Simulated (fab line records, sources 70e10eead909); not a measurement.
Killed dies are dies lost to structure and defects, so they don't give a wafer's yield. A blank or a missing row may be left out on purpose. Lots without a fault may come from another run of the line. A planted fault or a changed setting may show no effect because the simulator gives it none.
fab line records | flow nand_harc
record lots=14 wafers=42 last_day=25
route steps=1159 shown A_SLIT@803 A_WL_FILL@809
lots that met no fault: from a run of the same line without faults
start_h: hours from the record's first day to the start of the lot's first wafer shown | wait_h: hours since the lot's step before | " the same as in the row above | L1.1+2: a row that stands for several wafers | - no value, or no start given | * or withheld: withheld | < > ~ a bound
route shown NAME@n: a module of which the file shows steps, and the number in the route of the first | usual: mean/standard deviation of fault-free wafers | same: alike in all rows | chamber/n: place in a boat | sites: the reading at each site | _std_site: their standard deviation | _edge_site: outer sites' mean less inner sites' | radius_mm: how far each site lies from the wafer's centre | mask NAME#n: copy n | behind: the tool/chamber that last shaped the wafer | hold: why the lot was held/for how many hours/how that ended | device: the transistor (n, p or np) that didn't switch | end of line: the same wafers' tests at the end of the route | a step without rows: its recipe alone | killed: dies lost to structure and defects at the first sort, not the wafer's yield | map: a wafer's dies, x killed, . not, _ none there
set.NAME: the setting as run; set.NAME@STEP: as run at that earlier step | model.NAME: the simulator's own value behind a step, which no gauge read
steps of the route over a sample of lots; a table a step, a row a wafer
services: from which hour (start_h, from the record's first day; less than 0 if before it) a tool's chamber was out of use, for how many hours, and why
## steps
# step NHARC_A_SLIT_CD_MEAS_21
# usual cd_nm=289.7/0.88
# columns lot.wafer tool chamber start_h wait_h cd_nm
L829.2 cd_sem-02 - 317.03 - 290.6
L829.3 " - " " 290.9
L829.4 " - " " 290.2
L828.1 cd_sem-01 - 318.70 - 290.6
L828.5 " - " " 291.3
L828.6 " - " " 290.9
L830.3 cd_sem-02 - 336.04 - 290.1
L830.4 " - " " 288.6
L830.5 " - " " 287.8
L834.2 cd_sem-02 - 349.25 - 289.9
L834.5 " - " " 289.8
L834.6 " - " " 291.4
L835.1 cd_sem-03 - 350.83 - 289.0
L835.3 " - " " 289.5
L835.4 " - " " 289.9
L833.4 cd_sem-02 - 351.20 - 289.7
L833.5 " - " " 290.3
L833.6 " - " " 289.4
L832.2 cd_sem-03 - 352.52 - 290.7
L832.5 " - " " 289.0
L832.6 " - " " 289.6
L836.2 cd_sem-02 - 382.33 - 287.6
L836.5 " - " " 289.1
L836.6 " - " " 287.8
L842.1 cd_sem-03 - 403.37 - 288.6
L842.5 " - " " 288.1
L842.6 " - " " 289.4
L841.1 cd_sem-03 - 403.51 - 290.6
L841.4 " - " " 289.8
L841.5 " - " " 291.0
L844.3 cd_sem-03 - 420.12 - 290.7
L844.5 " - " " 291.8
L844.6 " - " " 289.8
L850.1 cd_sem-03 - 460.41 - 291.0
L850.2 " - " " 290.4
L850.5 " - " " 290.1
L849.2 cd_sem-02 - 461.81 - 289.8
L849.4 " - " " 289.7
L849.5 " - " " 290.4
L851.2 cd_sem-02 - 472.33 - 288.9
L851.3 " - " " 288.5
L851.5 " - " " 289.5
# step NHARC_A_WL_FILL_ALD_00
# recipe target_thk_a=30 pulse_time_s=3 ald_cycles=30 temp_c=300 material=Al2O3
# usual ald_cycles=30/0 heater_power_outer_w=267/27 heater_power_w=475/37 precursor_pulse_height_rel=1.001/0.02
# columns lot.wafer tool chamber start_h wait_h ald_cycles heater_power_outer_w heater_power_w precursor_pulse_height_rel
L829.3 ald_hk-02 1 326.62 1.8 30 239 448 1.023
L829.2 " 2 " " 30 265 484 1.016
L829.4 " 3 " " 30 300 488 1.014
L828.1 ald_hk-02 1 326.78 2.0 30 244 446 1.007
L828.5 " 0 " " 30 241 451 1.020
L828.6 " 1 " " 30 246 436 0.979
L830.4 ald_hk-01 0 343.83 0.1 30 244 442 0.980
L830.3 " 1 " " 30 213 390 1.010
L830.5 " 1 " " 30 213 392 0.993
L835.4 ald_hk-03 2 357.03 0.1 30 304 533 1.022
L835.1 " 3 " " 30 280 524 1.046
L835.3 " 0 " " 30 286 469 1.001
L833.4 ald_hk-01 3 357.07 0.1 30 284 508 1.004
L833.5 " 3 " " 30 281 502 0.984
L833.6 " 0 " " 30 244 436 1.011
L834.2 ald_hk-03 3 357.25 0.3 30 280 542 1.007
L834.6 " 1 " " 30 296 485 1.035
L834.5 " 2 " " 30 297 533 0.988
L832.2 ald_hk-03 2 361.84 0.1 30 301 528 0.986
L832.5 " 1 " " 30 287 482 0.996
L832.6 " 2 " " 30 298 533 1.018
L836.2 ald_hk-03 3 389.98 0.1 30 276 531 0.981
L836.6 " 1 " " 30 297 484 1.022
L836.5 " 2 " " 30 297 525 1.024
L842.1 ald_hk-02 3 411.16 0.1 - - - -
L842.5 " 1 " " - - - -
L842.6 " 2 " " - - - -
L841.1 ald_hk-02 0 411.28 0.2 - - - -
L841.4 " 3 " " - - - -
L841.5 " 1 " " - - - -
L844.3 ald_hk-03 3 426.90 0.1 30 280 539 1.013
L844.6 " 0 " " 30 285 478 1.010
L844.5 " 1 " " 30 292 499 0.994
L850.2 ald_hk-02 3 468.67 0.1 30 298 486 1.003
L850.1 " 1 " " 30 241 459 0.993
L850.5 " 2 " " 30 256 466 0.993
L849.2 ald_hk-02 2 468.81 0.2 30 256 452 0.974
L849.4 " 3 " " 30 292 481 0.985
L849.5 " 3 " " 30 298 480 0.975
L851.2 ald_hk-01 1 482.57 3.5 30 228 416 0.984
L851.3 " 2 " " 30 240 438 0.972
L851.5 " 2 " " 30 236 445 1.002
# step NHARC_A_WL_FILL_ALD_02
# recipe target_thk_a=20 pulse_time_s=3 ald_cycles=100 temp_c=450 material=TiN
# usual heater_power_outer_w=672/63 heater_power_w=1070/110 precursor_pulse_height_rel=0.998/0.018
# same ald_cycles=100
# columns lot.wafer tool chamber start_h wait_h heater_power_outer_w heater_power_w precursor_pulse_height_rel
L829.4 ald_metal-04 2 327.07 0.1 658 1108 0.994
L829.2 " 0 " " 648 1095 1.002
L829.3 " 1 " " 621 1004 0.985
L828.1 ald_metal-01 1 327.28 0.2 630 1007 0.996
L828.6 " 0 " " 709 1118 0.996
L828.5 " 1 " " 617 1036 0.979
L830.4 ald_metal-04 0 344.30 0.1 646 1090 0.985
L830.3 " 2 " " 669 1086 1.043
L830.5 " 1 " " 652 1010 1.018
L835.4 ald_metal-01 3 357.51 0.1 707 1083 1.017
L835.1 " 0 " " 707 1137 0.966
L835.3 " 2 " " 780 1199 0.990
L833.4 ald_metal-04 2 357.76 0.2 655 1056 0.985
L833.5 " 0 " " 658 1083 1.007
L833.6 " 1 " " 639 1019 1.027
L834.2 ald_metal-02 0 357.86 0.3 666 1045 1.015
L834.5 " 1 " " 594 897 1.005
L834.6 " 2 " " 583 896 0.996
L832.2 ald_metal-01 1 362.40 0.3 645 1008 0.993
L832.6 " 2 " " 791 1219 0.974
L832.5 " 3 " " 692 1052 0.995
L836.2 ald_metal-02 2 390.40 0.2 577 924 1.018
L836.5 " 2 " " 584 892 0.984
L836.6 " 3 " " 712 1291 0.996
L842.1 ald_metal-01 2 411.59 0.2 775 1239 0.986
L842.5 " 2 " " 800 1235 1.018
L842.6 " 3 " " 729 1051 0.989
L841.1 ald_metal-02 1 411.76 0.2 556 832 0.984
L841.4 " 3 " " 720 1288 0.997
L841.5 " 1 " " 550 859 0.998
L844.3 ald_metal-01 0 427.46 0.1 718 1143 0.995
L844.6 " 0 " " 712 1140 0.957
L844.5 " 1 " " 630 1036 0.983
L850.2 ald_metal-01 2 469.20 0.2 782 1197 1.001
L850.1 " 1 " " 625 968 0.956
L850.5 " 3 " " 719 1101 0.987
L849.4 ald_metal-04 2 469.42 0.2 646 1108 0.994
L849.2 " 3 " " 747 1201 1.022
L849.5 " 1 " " 629 979 0.994
L851.2 ald_metal-01 3 483.06 0.2 719 1116 1.001
L851.3 " 2 " " 798 1240 0.967
L851.5 " 0 " " 716 1132 0.989
# step NHARC_A_WL_FILL_CVD_03
# recipe target_thk_a=400 temp_c=300 pressure_torr=40 wf6_flow_sccm=40 h2_flow_sccm=1600 ar_flow_sccm=1560 time_s=3302 material=W
# usual heater_power_w=467/28 throttle_valve_pct=7.87/0.21
# columns lot.wafer tool chamber start_h wait_h heater_power_w throttle_valve_pct
L829.2 cvd_w-01 1 327.53 0.1 445 7.90
L829.4 " 1 " " 441 7.99
L829.3 " 0 " " 494 7.65
L828.1 cvd_w-02 1 328.15 0.5 492 7.68
L828.6 " 0 329.56 1.9 433 7.84
L828.5 " 1 " " 490 7.40
L830.4 cvd_w-02 0 345.68 1.0 438 7.70
L830.3 " 1 " " 494 7.78
L830.5 " 0 " " 449 8.03
L835.1 cvd_w-02 0 358.42 0.5 432 8.01
L835.3 " 1 " " 498 7.51
L835.4 " 0 " " 421 7.55
L833.4 cvd_w-01 1 359.08 1.0 453 8.14
L833.5 " 1 " " 452 8.20
L833.6 " 0 " " 483 7.92
L834.2 cvd_w-02 1 361.24 3.1 504 8.02
L834.5 " 0 362.65 4.5 440 7.65
L834.6 " 1 " " 495 7.79
L832.2 cvd_w-01 1 362.72 0.1 456 7.97
L832.6 " 1 364.61 1.9 444 8.07
L832.5 " 0 " " 490 7.70
L836.2 cvd_w-02 0 398.62 7.8 443 7.67
L836.6 " 1 400.04 9.2 486 7.63
L836.5 " 0 " " 430 7.72
L842.1 cvd_w-02 1 413.99 2.0 483 7.78
L842.5 " 1 415.86 3.9 482 7.55
L842.6 " 0 " " 435 7.93
L841.1 cvd_w-01 0 414.57 2.4 505 8.17
L841.4 " 1 " " 453 8.18
L841.5 " 1 " " 454 8.48
L844.3 cvd_w-02 1 429.34 1.5 488 7.95
L844.6 " 0 " " 435 7.89
L844.5 " 1 " " 504 7.67
L850.1 cvd_w-02 1 469.64 0.1 484 7.55
L850.2 " 0 " " 438 7.60
L850.5 " 1 471.54 2.0 481 7.83
L849.2 cvd_w-01 0 470.26 0.5 494 8.02
L849.4 " 1 471.70 1.9 452 8.08
L849.5 " 0 " " 494 7.98
L851.2 cvd_w-02 0 487.30 3.9 436 7.65
L851.3 " 0 " " 440 7.72
L851.5 " 1 " " 488 7.73
## services
# columns tool chamber start_h hours kind
ald_metal-01 - 314.96 1.0 repair
ald_metal-02 - 364.00 10.0 pm
cvd_w-02 - 383.97 13.0 pm
cvd_w-02 0 383.97 13.0 vent_cycle
cvd_w-02 1 383.97 13.0 vent_cycle
cvd_w-02 0 396.97 - clean
cvd_w-02 1 396.97 - clean
ald_hk-01 - 406.00 10.0 pm
ald_metal-04 - 406.00 10.0 pm
ald_metal-02 3 427.93 1.7 repair
ald_metal-04 - 444.03 0.4 repair
ald_metal-01 - 458.00 10.0 pm
ald_metal-01 0 458.00 10.0 vent_cycle
ald_metal-01 1 458.00 10.0 vent_cycle
ald_metal-01 2 458.00 10.0 vent_cycle
ald_metal-01 3 458.00 10.0 vent_cycle
ald_hk-02 - 458.27 10.0 pm
ald_hk-02 0 458.27 10.0 vent_cycle
ald_metal-02 - 461.96 56.1 repair
ald_metal-01 0 468.00 - clean
ald_metal-01 1 468.00 - clean
ald_metal-01 2 468.00 - clean
ald_metal-01 3 468.00 - clean
cvd_w-01 - 477.74 13.0 pm
## key
first_sign step=NHARC_A_WL_FILL_ALD_00 reading=tool_record direction=missing
effect none on later readings
met_at NHARC_A_WL_FILL_ALD_00
struck_lots L841,L842
later_rows_left_out L841.1,L841.4,L841.5,L842.1,L842.5,L842.6
sort_left_out L841.1,L841.4,L841.5,L842.1,L842.5,L842.6
tester_left_out L841,L842
not_acting_at NHARC_A_SLIT_CD_MEAS_21,NHARC_A_WL_FILL_ALD_02,NHARC_A_WL_FILL_CVD_03
onset_between 326.78 411.16
fault kind=skipped_step_whole tool=ald_hk-02 chamber=- onset_h=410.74 steps=NHARC_A_WL_FILL_ALD_00 scope=struck_lots_only
# tester_left_out: of these lots the tester's yield and bins aren't shown, on N5 and GAA mostly nor the transistor test; their killed dies are dies lost to structure and defects alone, not to doping, threshold or leakage, so they don't give the yield
# sort_left_out: the simulated sort isn't trusted on such a fault, so these wafers' sort isn't shown, and their yield isn't known
# later_rows_left_out: the simulator's readings of these wafers behind a module that went badly wrong aren't trusted and aren't shown, but for the sort
